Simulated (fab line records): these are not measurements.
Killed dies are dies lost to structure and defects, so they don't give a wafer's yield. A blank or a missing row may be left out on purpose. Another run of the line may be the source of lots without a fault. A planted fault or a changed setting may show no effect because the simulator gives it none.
Matching of chambers :: flow nandHarc :: rieDiel-06 running NHARC_A_STAIRCASE_DESCUM_186: 4 sister chambers
The step chemistry O2, time 3 s. 4 wafers are shown with their chamber, then 7 later ones without.

EACH WAFER AND ITS CHAMBER
wafer: L074.3
chamber: 0
showerheadPlenumPTorr (Torr): 1.85

wafer: L080.6
chamber: 2
showerheadPlenumPTorr (Torr): 1.96

wafer: L091.3
chamber: 3
showerheadPlenumPTorr (Torr): 1.78

wafer: L091.5
chamber: 1
showerheadPlenumPTorr (Torr): 1.84

WAFERS MISSING THEIR CHAMBER
wafer: L091.6
showerheadPlenumPTorr (Torr): 1.94

wafer: L093.2
showerheadPlenumPTorr (Torr): 1.78

wafer: L093.4
showerheadPlenumPTorr (Torr): 1.83

wafer: L093.6
showerheadPlenumPTorr (Torr): 1.94

wafer: L095.1
showerheadPlenumPTorr (Torr): 1.83

wafer: L095.2
showerheadPlenumPTorr (Torr): 1.84

wafer: L095.5
showerheadPlenumPTorr (Torr): 1.94

WHICH CHAMBER EACH WENT THROUGH
wafer: L091.6
from the rows above: 2
in truth: 2

wafer: L093.2
from the rows above: 3
in truth: 3

wafer: L093.4
from the rows above: can't be placed: 1 or 0
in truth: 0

wafer: L093.6
from the rows above: 2
in truth: 2

wafer: L095.1
from the rows above: can't be placed: 1 or 0
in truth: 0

wafer: L095.2
from the rows above: can't be placed: 1 or 0
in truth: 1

wafer: L095.5
from the rows above: 2
in truth: 2
4 of 7 placed correctly. These rows do not allow placing 3 (true chamber among the candidates in 3). Number placed wrongly: 0.
How it was worked out, from the rows above alone: a wafer's distance from a chamber is the root of the sum, over the readings, of the square of ((its reading less the chamber's mean) divided by the reading's scatter). If the next closest chamber is less than 2 further off than the closest, the wafer can't be placed; otherwise it belongs to the closest. Each chamber's mean is taken over the wafers shown for it. The scatter: root of mean squared gap, hidden wafer to nearest shown wafer, with one shown wafer a chamber.
